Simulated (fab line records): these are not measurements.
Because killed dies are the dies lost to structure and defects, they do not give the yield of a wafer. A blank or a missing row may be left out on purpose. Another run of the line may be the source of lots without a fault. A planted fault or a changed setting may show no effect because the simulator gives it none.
Matching of chambers + flow nand-harc + 3 sister chambers for NHARC_A_STAIRCASE_DEP_322 on pecvd-02
The step deposits SiO2, target thk 3800 nm. 6 wafers are shown with their chamber, then 9 later ones without.

WAFERS, EACH WITH ITS CHAMBER
| wafer  | chamber | heater-power-outer-w (W) | heater-power-w (W) |
|--------|---------|--------------------------|--------------------|
| L077.6 | 1       | 393                      | 681                |
| L082.3 | 1       | 451                      | 799                |
| L089.1 | 0       | 482                      | 834                |
| L091.1 | 2       | 389                      | 675                |
| L091.2 | 0       | 559                      | 971                |
| L091.6 | 2       | 304                      | 599                |

WAFERS WITH NO CHAMBER GIVEN
| wafer  | heater-power-outer-w (W) | heater-power-w (W) |
|--------|--------------------------|--------------------|
| L093.3 | 542                      | 912                |
| L093.5 | 370                      | 705                |
| L093.6 | 437                      | 778                |
| L095.2 | 421                      | 747                |
| L095.4 | 372                      | 680                |
| L095.5 | 310                      | 586                |
| L097.3 | 528                      | 929                |
| L097.4 | 308                      | 583                |
| L097.6 | 378                      | 670                |

EACH ONE'S CHAMBER
| wafer  | from the rows above          | in truth |
|--------|------------------------------|----------|
| L093.3 | 0                            | 0        |
| L093.5 | can't be placed: 2 or 1      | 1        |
| L093.6 | can't be placed: 1 or 0 or 2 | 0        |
| L095.2 | can't be placed: 1 or 2      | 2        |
| L095.4 | can't be placed: 2 or 1      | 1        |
| L095.5 | can't be placed: 2 or 1      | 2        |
| L097.3 | 0                            | 0        |
| L097.4 | can't be placed: 2 or 1      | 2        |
| L097.6 | can't be placed: 2 or 1      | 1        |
Correctly placed: 2 of 9. Not placeable from these rows: 7 (in 7, the candidates include the true chamber). 0 placed wrongly.
How it was worked out, from the rows above alone: a wafer's distance from a chamber is the root of the sum, over the readings, of the square of ((its reading less the chamber's mean) divided by the reading's scatter). If the next closest chamber is less than 2 further off than the closest, the wafer can't be placed; otherwise it belongs to the closest. The mean given for a chamber averages the wafers shown for that chamber. How the scatter is found: for the shown wafers, subtract from each reading the mean of its chamber, square and add these, divide the total by (wafers less chambers), then take the root.
